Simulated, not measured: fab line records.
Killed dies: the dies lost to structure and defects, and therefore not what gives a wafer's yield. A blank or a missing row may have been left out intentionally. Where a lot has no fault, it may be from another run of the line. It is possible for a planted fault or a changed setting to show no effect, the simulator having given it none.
fab line records    flow nand_harc
record: lots: 6  wafers: 18  last_day: 24
route steps=1159 shown A_M1@1033 A_BONDPAD@1059 END@1159
lots that met no fault: taken from a fault-free run of the same line
start_h: the number of hours between the record's first day and the start of the first shown wafer of the lot    wait_h: hours since the lot's step before    " the same as in the row above    L1.1+2: one row covering several wafers at once    - no value present, or no start provided    * or withheld: withheld    < > ~ a bound
route shown NAME@n: names a module that has steps shown in the file, with the first one's number in the route    usual: mean and standard deviation over wafers with no fault    same: alike in all rows    chamber/n: place in a boat    sites: readings site by site    _std_site: the values' standard deviation    _edge_site: the outer-site mean with the inner-site mean subtracted    radius_mm: how far each site lies from the wafer's centre    mask NAME#n: copy n    behind: the tool/chamber that last shaped the wafer    hold: what put the lot on hold/how long, in hours/how the hold closed    device: names the non-switching transistor (n, p or np)    end of line: tests run on the same wafers once the route is complete    a step with no rows: only its recipe    killed: the dies lost at the first sort to structure and to defects; this is not the yield of the wafer    map: a wafer's dies, marking killed ones x, the rest . and places with no die _
set.NAME: the setting the step ran with; set.NAME@STEP: the setting that earlier step ran with    model.NAME: the simulator's own value behind a step, which no gauge read
lots at selected steps of the route; one table per step, one row per wafer
services: the hour from which a tool's chamber was out of use, counted from the record's first day as start_h (under 0 if before that day), plus the number of hours and why
== steps ==
step: NHARC_A_M1_EXPOSE_06
recipe: na: 1.35  target_cd_nm: 120  dose_mj: 75.13  mask_id: A_M1
step: NHARC_A_M1_PEB_07
recipe: peb_temp_c: 100  peb_time_s: 65
step: NHARC_A_M1_DEVELOP_08
recipe: develop_time_s: 35  dev_temp_c: 23
step: NHARC_A_M1_CD_MEAS_09
recipe: target_cd_nm: 120  landing_energy_ev: 500
usual: cd_nm: 119.6/0.69
lot.wafer  tool       chamber  start_h  wait_h  cd_nm
L386.1     cd_sem-03  0        410.94   -       119.6
L386.4     "          0        "        "       120.5
L386.6     "          0        "        "       120.6
L383.3     cd_sem-01  0        411.91   -       119.2
L383.4     "          0        "        "       119.6
L383.6     "          0        "        "       120.0
L388.1     cd_sem-02  0        414.34   -       119.4
L388.2     "          0        "        "       120.1
L388.6     "          0        "        "       119.2
L400.1     cd_sem-02  0        507.71   -       119.3
L400.5     "          0        "        "       119.3
L400.6     "          0        "        "       119.0
L402.1     cd_sem-02  0        512.94   -       120.2
L402.3     "          0        "        "       120.6
L402.6     "          0        "        "       120.7
L404.1     cd_sem-01  0        536.11   -       119.8
L404.2     "          0        "        "       118.9
L404.6     "          0        "        "       118.8
step: NHARC_A_M1_OVL_MEAS_10
recipe: pitch_nm: 240
usual: overlay_x_nm: -0.1/0.88  overlay_y_nm: 0.2/0.8
lot.wafer  tool        chamber  start_h  wait_h  overlay_x_nm  overlay_y_nm
L386.1     overlay-01  -        411.03   -       0.2           1.1
L386.4     "           -        "        "       0.7           1.3
L386.6     "           -        "        "       0.4           1.0
L383.3     overlay-02  -        412.00   -       0.3           -0.6
L383.4     "           -        "        "       0.6           -0.3
L383.6     "           -        "        "       0.6           -0.8
L388.1     overlay-02  -        414.43   -       0.0           0.7
L388.2     "           -        "        "       -0.2          0.3
L388.6     "           -        "        "       0.0           0.3
L400.1     overlay-02  -        507.80   -       -0.5          -1.0
L400.5     "           -        "        "       -0.2          -0.6
L400.6     "           -        "        "       -0.9          -0.8
L402.1     overlay-01  -        513.03   -       -0.3          0.6
L402.3     "           -        "        "       0.2           0.4
L402.6     "           -        "        "       0.0           0.9
L404.1     overlay-02  -        536.20   -       -1.8          1.8
L404.2     "           -        "        "       -2.0          2.5
L404.6     "           -        "        "       -2.0          1.9
step: NHARC_A_M1_INSPECT_11
usual: raw_defect_count: 33/14
lot.wafer  tool               chamber  start_h  wait_h  raw_defect_count
L386.1     defect_inspect-02  -        411.06   0.0     28
L386.4     "                  -        "        "       11
L386.6     "                  -        "        "       12
L383.3     defect_inspect-01  -        412.03   0.0     10
L383.4     "                  -        "        "       15
L383.6     "                  -        "        "       11
L388.1     defect_inspect-01  -        414.47   0.0     31
L388.2     "                  -        "        "       20
L388.6     "                  -        "        "       20
L400.1     defect_inspect-02  -        507.84   0.0     41
L400.5     "                  -        "        "       32
L400.6     "                  -        "        "       37
L402.1     defect_inspect-02  -        513.06   0.0     60
L402.3     "                  -        "        "       72
L402.6     "                  -        "        "       60
L404.1     defect_inspect-01  -        536.23   0.0     42
L404.2     "                  -        "        "       44
L404.6     "                  -        "        "       39
step: NHARC_A_M1_DESCUM_14
recipe: time_s: 3  o2_flow_sccm: 200  ar_flow_sccm: 0  bias_power_w: 0  chemistry: O2
usual: drypump_motor_current_A: 5.6/0.45  oes_product_au: 1.000/0.0088  rf_vpp_V: 57.7/0.88  showerhead_plenum_p_Torr: 1.92/0.072  throttle_valve_pct: 11.311/0.0091
same: time_s: 3
lot.wafer  tool         chamber  start_h  wait_h  drypump_motor_current_A  oes_product_au  rf_hours_counter_h  rf_vpp_V  showerhead_plenum_p_Torr  throttle_valve_pct
L386.1     rie_diel-09  0        411.14   0.1     5.2                      0.990           4                   59.5      1.87                      11.321
L386.4     "            1        "        "       5.7                      1.004           3                   58.7      1.97                      11.327
L386.6     "            3        "        "       5.9                      1.010           -                   55.7      1.83                      11.319
L383.4     rie_diel-09  2        412.11   0.1     5.3                      1.006           4                   58.7      2.06                      11.319
L383.3     "            3        "        "       5.9                      1.007           4                   57.4      1.83                      11.318
L383.6     "            0        "        "       5.2                      1.000           -                   57.1      1.87                      11.325
L388.2     rie_diel-07  0        414.55   0.1     5.1                      1.018           0                   57.0      2.00                      11.311
L388.1     "            1        "        "       5.4                      1.016           0                   58.2      1.94                      11.297
L388.6     "            3        "        "       5.2                      1.008           -                   56.3      1.81                      11.306
L400.1     rie_diel-07  2        507.90   0.1     5.4                      1.000           6                   59.1      1.96                      11.319
L400.5     "            2        "        "       5.4                      1.004           -                   58.2      1.96                      11.289
L400.6     "            3        "        "       5.2                      0.989           -                   56.2      1.81                      11.325
L402.1     rie_diel-05  1        513.12   0.1     6.5                      0.995           9                   58.1      1.98                      11.304
L402.3     "            3        "        "       5.7                      1.005           9                   56.8      1.88                      11.299
L402.6     "            2        "        "       6.5                      0.999           -                   58.4      1.91                      11.312
L404.1     rie_diel-07  2        536.30   0.1     5.4                      0.995           9                   57.3      1.96                      11.322
L404.2     "            0        "        "       5.0                      1.006           10                  58.8      1.99                      11.295
L404.6     "            1        "        "       5.4                      1.003           -                   59.3      1.94                      11.310
step: NHARC_A_M1_ETCH_35
recipe: target_depth_a: 400  overetch_a: 120  time_s: 43.94  ion_energy_ev: 200  n2_flow_sccm: 150  h2_flow_sccm: 150  ar_flow_sccm: 0  rf_w: 400  bias_w: 150  chemistry: N2/H2
step: NHARC_A_M1_ETCH_15
recipe: target_depth_a: 1825  time_s: 91.2  c4f8_flow_sccm: withheld  ar_flow_sccm: 400  rf_w: 600  bias_w: 300  chemistry: C4F8/Ar
step: NHARC_A_M1_CD_MEAS_16
usual: cd_nm: 119.7/0.86
lot.wafer  tool       chamber  start_h  wait_h  cd_nm
L386.1     cd_sem-01  -        411.43   -       120.2
L386.4     "          -        "        "       120.9
L386.6     "          -        "        "       120.4
L383.3     cd_sem-03  -        412.40   -       118.8
L383.4     "          -        "        "       119.5
L383.6     "          -        "        "       120.1
L388.1     cd_sem-03  -        414.83   -       120.3
L388.2     "          -        "        "       119.1
L388.6     "          -        "        "       119.6
L400.1     cd_sem-03  -        508.20   -       119.6
L400.5     "          -        "        "       120.9
L400.6     "          -        "        "       119.0
L402.1     cd_sem-03  -        513.45   -       119.8
L402.3     "          -        "        "       121.3
L402.6     "          -        "        "       121.6
L404.1     cd_sem-02  -        537.05   -       120.6
L404.2     "          -        "        "       118.0
L404.6     "          -        "        "       118.6
step: NHARC_A_M1_STRIP_18
recipe: power_w: 1000  n2_flow_sccm: 150  h2_flow_sccm: 150  ar_flow_sccm: 0  bias_w: 0  chemistry: N2/H2
step: NHARC_A_M1_ETCH_28
recipe: target_depth_a: 300  over_etch_frac: 0.3  time_s: 72.99  ion_energy_ev: 150  cf4_flow_sccm: 50  n2_flow_sccm: 100  ar_flow_sccm: 150  rf_w: 300  bias_w: 100  chemistry: CF4/N2
step: NHARC_A_M1_STRIP_19
recipe: time_s: 600  temp_c: 30  chemistry: post_etch_residue_remover
same: time_s: 600
lot.wafer   tool          chamber  start_h  wait_h
L386.6+1+4  wet_bench-10  4,5,0    411.89   -
L383.4+3+6  wet_bench-10  6,0,1    412.85   -
L388.6+2+1  wet_bench-10  2,3,5    415.29   -
L400.1+6+5  wet_bench-08  2,3,6    508.66   -
L402.3+1+6  wet_bench-08  2,4,5    513.91   -
L404.1+2+6  wet_bench-08  1,2,4    537.56   -
step: NHARC_A_M1_DEGAS_29
recipe: temp_c: 250  time_s: 60
usual: heater_power_w: 327/29
same: time_s: 60
lot.wafer  tool            chamber  start_h  wait_h  heater_power_w
L386.1     pvd_sputter-03  -        412.20   -       309
L386.4     "               -        "        "       282
L386.6     "               -        "        "       306
L383.3     pvd_sputter-03  -        413.16   -       312
L383.4     "               -        "        "       275
L383.6     "               -        "        "       303
L388.2     pvd_sputter-02  -        415.61   -       356
L388.1     "               -        "        "       301
L388.6     "               -        "        "       354
L400.1     pvd_sputter-03  -        508.94   -       289
L400.6     "               -        "        "       292
L400.5     "               -        "        "       285
L402.1     pvd_sputter-03  -        514.19   -       294
L402.3     "               -        "        "       288
L402.6     "               -        "        "       331
L404.1     pvd_sputter-01  -        537.83   -       355
L404.2     "               -        "        "       298
L404.6     "               -        "        "       383
step: NHARC_A_M1_PRE_CLEAN_30
recipe: time_s: 30  temp_c: 280  gas: H2/He
step: NHARC_A_M1_PVD_20
recipe: target_thk_a: 50  bias_v: 168.6  power_w: 15000  chamber_pressure_pa: 0.12  time_s: 8.06  substrate_temp_c: 50  material: TaN
step: NHARC_A_M1_PVD_21
recipe: target_thk_a: 300  chamber_pressure_pa: 5  power_w: 5000  substrate_temp_c: 30  time_s: 20.49  material: Cu
step: NHARC_A_M1_ECD_22
recipe: target_thk_a: 4000  bath_temp_c: 25  material: Cu
step: NHARC_A_M1_ANNEAL_31
recipe: temp_c: 225  time_s: 90
usual: wafer_temp_C_max: 226.1/0.49
same: time_s: 90
lot.wafer  tool           chamber  start_h  wait_h  wafer_temp_C_max
L386.1     rtp_anneal-01  0        412.98   -       225.7
L386.4     "              0        "        "       225.4
L386.6     "              0        "        "       225.7
L383.3     rtp_anneal-01  0        414.03   0.3     225.6
L383.4     "              0        "        "       225.4
L383.6     "              0        "        "       225.7
L388.1     rtp_anneal-02  0        416.35   0.3     226.2
L388.2     "              0        "        "       227.0
L388.6     "              0        "        "       226.8
L400.1     rtp_anneal-01  0        509.68   0.3     225.8
L400.5     "              0        "        "       225.5
L400.6     "              0        "        "       225.4
L402.1     rtp_anneal-01  0        514.97   -       225.6
L402.3     "              0        "        "       225.7
L402.6     "              0        "        "       225.5
L404.1     rtp_anneal-01  0        538.73   -       225.9
L404.2     "              0        "        "       225.8
L404.6     "              0        "        "       225.7
step: NHARC_A_M1_CMP_23
recipe: t_overpolish_s: 20  target_thk_nm: 154.34
step: NHARC_A_M1_THK_MEAS_24
recipe: thk_meas_gauge: xrf
usual: thk_nm: 153.9/1.7
lot.wafer  tool           chamber  start_h  wait_h  thk_nm
L386.1     film_metro-02  -        413.64   -       155.2
L386.4     "              -        "        "       153.6
L386.6     "              -        "        "       156.2
L383.3     film_metro-02  -        414.58   -       153.4
L383.4     "              -        "        "       155.6
L383.6     "              -        "        "       152.9
L388.1     film_metro-02  -        417.01   -       154.6
L388.2     "              -        "        "       156.2
L388.6     "              -        "        "       151.8
L400.1     film_metro-02  -        510.35   -       154.9
L400.5     "              -        "        "       151.6
L400.6     "              -        "        "       155.8
L402.1     film_metro-02  -        515.63   -       154.0
L402.3     "              -        "        "       156.5
L402.6     "              -        "        "       156.6
L404.1     film_metro-01  -        539.39   -       156.3
L404.2     "              -        "        "       155.3
L404.6     "              -        "        "       156.1
step: NHARC_A_M1_SRD_25
step: NHARC_A_M1_PRE_CLEAN_32
recipe: time_s: 12  temp_c: 370  rf_power_w: 300  gas: NH3
usual: heater_power_w: 677/73
same: time_s: 12
lot.wafer  tool      chamber  start_h  wait_h  heater_power_w
L386.1     pecvd-02  0        414.02   0.1     604
L386.4     "         0        "        "       583
L386.6     "         1        "        "       686
L383.3     pecvd-03  0        414.86   0.1     635
L383.4     "         1        "        "       759
L383.6     "         2        "        "       703
L388.2     pecvd-03  0        417.24   0.1     560
L388.1     "         1        "        "       799
L388.6     "         2        "        "       752
L400.1     pecvd-02  2        510.63   0.1     631
L400.5     "         2        "        "       628
L400.6     "         1        "        "       704
L402.1     pecvd-04  2        515.90   0.1     774
L402.3     "         0        "        "       781
L402.6     "         0        "        "       810
L404.1     pecvd-04  2        539.61   0.1     771
L404.2     "         0        "        "       673
L404.6     "         0        "        "       670
step: NHARC_A_M1_DEP_33
recipe: target_thk_a: 300  temp_c: 370  target_thk_nm: 30  pressure_torr: 3  flow_sccm: 200  rf_w: 450  material: SiCN
usual: chamber_pressure_Torr: 3.000/0.0064  heater_power_w: 625/79
lot.wafer  tool      chamber  start_h  wait_h  chamber_pressure_Torr  heater_power_w
L386.1     pecvd-02  0        414.13   0.1     2.996                  539
L386.4     "         0        "        "       3.000                  545
L386.6     "         1        "        "       2.999                  659
L383.3     pecvd-03  0        415.00   0.1     2.989                  576
L383.4     "         1        "        "       3.000                  721
L383.6     "         2        "        "       2.988                  678
L388.2     pecvd-03  0        417.31   0.1     3.004                  510
L388.1     "         1        "        "       3.000                  615
L388.6     "         2        "        "       3.006                  612
L400.1     pecvd-02  2        510.71   0.1     3.003                  556
L400.5     "         2        "        "       3.001                  570
L400.6     "         1        "        "       2.990                  559
L402.1     pecvd-04  2        516.01   0.1     2.994                  623
L402.3     "         0        "        "       2.993                  731
L402.6     "         0        "        "       2.998                  748
L404.1     pecvd-04  2        539.73   0.1     2.999                  700
L404.2     "         0        "        "       3.003                  675
L404.6     "         0        "        "       3.000                  674
step: NHARC_A_BONDPAD_DEP_00
recipe: target_thk_a: 2500  temp_c: 370  target_thk_nm: 250  pressure_torr: 3  flow_sccm: 200  rf_w: 450  material: SiCN
step: NHARC_A_BONDPAD_CMP_29
recipe: target_thk_nm: 200  material: SiCN
step: NHARC_A_BONDPAD_THK_MEAS_30
recipe: thk_meas_gauge: ellipsometry
usual: thk_nm: 199.6/1.4
lot.wafer  tool           chamber  start_h  wait_h  thk_nm
L386.1     film_metro-02  -        415.30   0.2     200.4
L386.4     "              -        "        "       198.7
L386.6     "              -        "        "       200.8
L383.3     film_metro-02  -        416.16   0.2     197.6
L383.4     "              -        "        "       199.4
L383.6     "              -        "        "       199.5
L388.1     film_metro-02  -        418.52   0.2     199.1
L388.2     "              -        "        "       200.1
L388.6     "              -        "        "       201.5
L400.1     film_metro-02  -        511.92   0.2     197.5
L400.5     "              -        "        "       197.4
L400.6     "              -        "        "       197.7
L402.1     film_metro-01  -        517.34   0.2     197.8
L402.3     "              -        "        "       199.3
L402.6     "              -        "        "       200.0
L404.1     film_metro-02  -        541.07   0.1     200.0
L404.2     "              -        "        "       199.0
L404.6     "              -        "        "       197.8
step: NHARC_A_BONDPAD_SRD_31
step: NHARC_A_BONDPAD_DEHYDRATE_01
recipe: temp_c: 150  time_s: 120
step: NHARC_A_BONDPAD_HMDS_02
recipe: time_s: 30
step: NHARC_A_BONDPAD_COAT_33
recipe: temp_c: 200  time_s: 65
step: NHARC_A_BONDPAD_COAT_03
recipe: spin_rpm: 2000  resist_thk_nm: 600
step: NHARC_A_BONDPAD_SOFTBAKE_04
recipe: temp_c: 125  time_s: 70
step: NHARC_A_BONDPAD_EBR_05
step: NHARC_A_BONDPAD_EXPOSE_06
recipe: na: 0.55  dose_mj: 36.99  mask_id: A_BPAD
step: NHARC_A_BONDPAD_PEB_07
recipe: peb_temp_c: 128  peb_time_s: 80
step: NHARC_A_BONDPAD_DEVELOP_08
recipe: time_s: 50  dev_temp_c: 22
step: NHARC_A_BONDPAD_CD_MEAS_09
recipe: target_cd_nm: 500  landing_energy_ev: 500
usual: cd_nm: 500.4/2.2
lot.wafer  tool       chamber  start_h  wait_h  cd_nm
L386.1     cd_sem-01  0        415.86   -       500.5
L386.4     "          0        "        "       499.2
L386.6     "          0        "        "       500.7
L383.3     cd_sem-01  0        416.61   -       499.2
L383.4     "          0        "        "       501.0
L383.6     "          0        "        "       500.9
L388.1     cd_sem-01  0        418.97   -       497.6
L388.2     "          0        "        "       495.8
L388.6     "          0        "        "       497.5
L400.1     cd_sem-03  0        512.49   -       500.4
L400.5     "          0        "        "       503.6
L400.6     "          0        "        "       501.4
L402.1     cd_sem-01  0        517.92   -       503.1
L402.3     "          0        "        "       498.6
L402.6     "          0        "        "       497.8
L404.1     cd_sem-03  0        541.51   -       500.9
L404.2     "          0        "        "       499.0
L404.6     "          0        "        "       496.9
step: NHARC_A_BONDPAD_OVL_MEAS_35
usual: overlay_x_nm: -2/5.5  overlay_y_nm: 0/6
lot.wafer  tool        chamber  start_h  wait_h  overlay_x_nm  overlay_y_nm
L386.1     overlay-02  -        415.95   -       -4            7
L386.4     "           -        "        "       -4            6
L386.6     "           -        "        "       -3            6
L383.3     overlay-02  -        416.69   -       2             15
L383.4     "           -        "        "       2             15
L383.6     "           -        "        "       2             15
L388.1     overlay-02  -        419.06   -       3             -6
L388.2     "           -        "        "       3             -6
L388.6     "           -        "        "       3             -6
L400.1     overlay-02  -        512.58   -       5             7
L400.5     "           -        "        "       5             7
L400.6     "           -        "        "       5             8
L402.1     overlay-02  -        518.00   -       -8            3
L402.3     "           -        "        "       -8            3
L402.6     "           -        "        "       -9            4
L404.1     overlay-01  -        541.60   -       -2            4
L404.2     "           -        "        "       -3            4
L404.6     "           -        "        "       -3            5
step: NHARC_A_BONDPAD_HARDBAKE_10
recipe: temp_c: 118  time_s: 65
step: NHARC_END_SORT_01
recipe: temp_c: 25
usual: defect_limited_yield: 95.2/1.6  killed_at_array: 29/11  killed_at_other: 0.6/0.75  killed_at_periphery: 3.1/2.1  killed_dies: 32/11  killed_open: 3.0/1.8  killed_short: 1.8/1.3  sort_bin_2_pct: 1.5/0.7  sort_bin_3_pct: 0.26/0.22  sort_bin_4_pct: 3.0/1  sort_n_pass: 645/11  sort_rim_yield_pct: 94.9/3  sort_yield_pct: 95.2/1.6
same: gross_dies: 677  sort_bin_5_pct[%]: 0  sort_bin_6_pct[%]: 0  sort_bin_7_pct[%]: 0  sort_bin_8_pct[%]: 0  sort_rim_n_gross: 106.00
lot.wafer  tool       chamber  start_h  wait_h  defect_limited_yield[%]  killed_at_array  killed_at_other  killed_at_periphery  killed_dies  killed_open  killed_short  sort_bin_2_pct[%]  sort_bin_3_pct[%]  sort_bin_4_pct[%]  sort_n_pass  sort_rim_yield_pct[%]  sort_yield_pct[%]
L388.1     prober-01  0        458.94   2.5     83.2                     109              0                5                    114          2            2             6.2                4.58               6.1                563          88.7                   83.2
L388.2     prober-01  0        459.74   2.8     88.9                     72               0                3                    75           2            1             4.0                3.84               3.2                602          82.1                   88.9
L388.6     prober-01  0        462.93   4.0     86.3                     91               0                2                    93           2            0             4.0                4.28               5.5                584          83.0                   86.3
L383.3     prober-01  0        468.43   3.1     91.4                     55               0                3                    58           2            3             2.7                3.40               2.5                619          84.9                   91.4
L383.4     prober-01  0        469.23   3.4     83.9                     108              0                1                    109          1            2             6.5                5.61               4.0                568          98.1                   83.9
L383.6     prober-01  0        470.82   4.0     85.2                     96               2                2                    100          1            5             6.4                4.58               3.8                577          87.7                   85.2
killed by level:class
L388.1 A_M1:unspecified=91 A_SLIT:chamber_film_flake=8 A_CHANNEL_HOLE_D1:chamber_film_flake=5 A_CHANNEL_FILL_D1:geometric_particle:short=2 P_ZERO_WELL:chamber_film_flake=2 A_WL_FILL:chamber_film_flake=2 P_CONTACT:geometric_particle:open=1 P_M2:geometric_particle:open=1
L388.2 A_M1:unspecified=53 A_SLIT:chamber_film_flake=6 A_CONTACT:chamber_film_flake=4 A_CHANNEL_HOLE_D1:chamber_film_flake=3 P_GATE:chamber_film_flake=2 A_M1:chamber_film_flake=2 A_CHANNEL_HOLE_D1:geometric_particle:short=1 P_CONTACT:geometric_particle:open=1
L388.6 A_M1:unspecified=72 A_SLIT:chamber_film_flake=11 A_CONTACT:chamber_film_flake=3 A_CHANNEL_HOLE_D1:chamber_film_flake=2 A_M1:chamber_film_flake=2 P_M1:geometric_particle:open=1 A_CONTACT:geometric_particle:open=1 P_STI:chamber_film_flake=1
L383.3 A_M1:unspecified=45 A_CONTACT:chamber_film_flake=3 A_CONTACT:geometric_particle:short=2 P_GATE:geometric_particle:open=1 P_CONTACT:geometric_particle:short=1 A_CONTACT:geometric_particle:open=1 P_M2:chamber_film_flake=1 A_ZERO_WELL:chamber_film_flake=1
L383.4 A_M1:unspecified=95 A_CHANNEL_HOLE_D1:chamber_film_flake=4 A_ZERO_WELL:chamber_film_flake=2 A_CONTACT:chamber_film_flake=2 A_SGD_CUT:geometric_particle:short=1 A_WL_FILL:geometric_particle:short=1 A_BLC:geometric_particle:open=1 P_M2:chamber_film_flake=1
L383.6 A_M1:unspecified=85 A_CONTACT:chamber_film_flake=3 A_M0:geometric_particle:short=2 P_CONTACT:geometric_particle:short=1 A_WL_FILL:geometric_particle:short=1 A_CONTACT:geometric_particle:open=1 P_M2:chamber_film_flake=1 STARTING-WAFER:geometric_particle:short=1
map L383.4 (x killed, . not)
____________.____________
_________......._________
_______..........._______
______..........x..______
_____..............._____
____.................____
____.................____
___...................___
___...........x.......___
__............x........__
__.......x.x.xxxx......__
_...........xxxxx......._
_.........xxxxxxxx......_
_.........xxxxxxxx.x...._
_..........xxxxxxxx....._
_..........xxxxxxxxx...._
......x...xxxxxxxxx......
...........xxxxxxxx......
..........xxxxxxxxx......
..........xxxxxxxx.......
......x.xx..xxxxxxx......
_.....x.....xxxxxxx....._
_...............x......._
_x.........x............_
_......................._
_...x..................._
__.....................__
__.....................__
___.............x.....___
___...................___
____..............x..____
____.................____
_____..............._____
______..x..........______
_______..........._______
_________......x_________
____________.____________
map L388.1 (x killed, . not)
____________.____________
_________......._________
_______....x......_______
______.............______
_____..............._____
____.................____
____.x...............____
___xxx.........x......___
___xxx.x...x.x........___
__xxxxxx...............__
__xxxxxxx..............__
_xxxxxxxx..............._
_xxxxxxx.x.....x........_
_xxxxxxxx..............._
_xxxxxxx................_
_xxxxxxxx..............._
xxxxxxxx.................
xxxxxxxxx................
..xxxxxxxx.............x.
.x.xxxxxx................
...xxxxx.................
_.....x.xxx............._
_...x..x................_
_.....xx................_
_......................._
_......................._
__.................x...__
__.....................__
___...................___
___...................___
____........x........____
____...........x.....____
_____..............._____
______.............______
_______..........._______
_________......._________
____________.____________
== services ==
tool            chamber  start_h  hours  kind
pecvd-04        0        389.00   -      clean
pecvd-04        1        389.00   -      clean
pecvd-04        2        389.00   -      clean
pvd_sputter-02  -        393.38   10.0   pm
rie_diel-09     1        394.64   2.1    repair
rie_diel-07     -        405.24   9.0    pm
wet_bench-08    -        406.40   8.0    pm
wet_bench-10    -        423.21   8.0    pm
rie_diel-09     -        431.10   9.0    pm
pvd_sputter-03  -        460.78   10.0   pm
pecvd-03        -        466.24   0.9    repair
pecvd-03        -        473.43   13.0   pm
pvd_sputter-01  -        479.99   5.9    repair
rie_diel-07     3        489.96   2.9    repair
rie_diel-07     1        492.59   5.1    repair
rie_diel-09     1        494.83   5.1    repair
pvd_sputter-01  -        514.04   10.0   pm
pecvd-02        -        515.44   13.0   pm
pvd_sputter-03  -        516.58   2.3    repair
rie_diel-05     -        517.61   9.0    pm
pvd_sputter-03  -        519.29   5.4    repair
rie_diel-05     2        534.46   23.2   repair
pecvd-04        1        536.71   24.5   repair
pecvd-03        2        537.73   9.8    repair
== key ==
first_sign: step: NHARC_END_SORT_01  reading: killed_at_array  direction: up  sigmas: 5.5  usual: 29  struck: 88
effect: step: NHARC_END_SORT_01  reading: defect_limited_yield  direction: down  sigmas: 5.3  usual: 95.2  struck: 86.5
more_kills_born_at: NHARC_A_M1_STRIP_19@wet_bench-10: 441
met_at NHARC_A_M1_STRIP_19
struck_wafers L383.3,L383.4,L383.6,L388.1,L388.2,L388.6
onset_between 411.89 412.85
also_fits NHARC_A_M1_PRE_CLEAN_32:pecvd-03,NHARC_A_M1_DEP_33:pecvd-03
fault: kind: chamber_particle_source  tool: wet_bench-10  chamber: -  onset_h: 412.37  steps: NHARC_A_M1_STRIP_19  rate_per_visit_cm2: 1.5907  end_h: 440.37
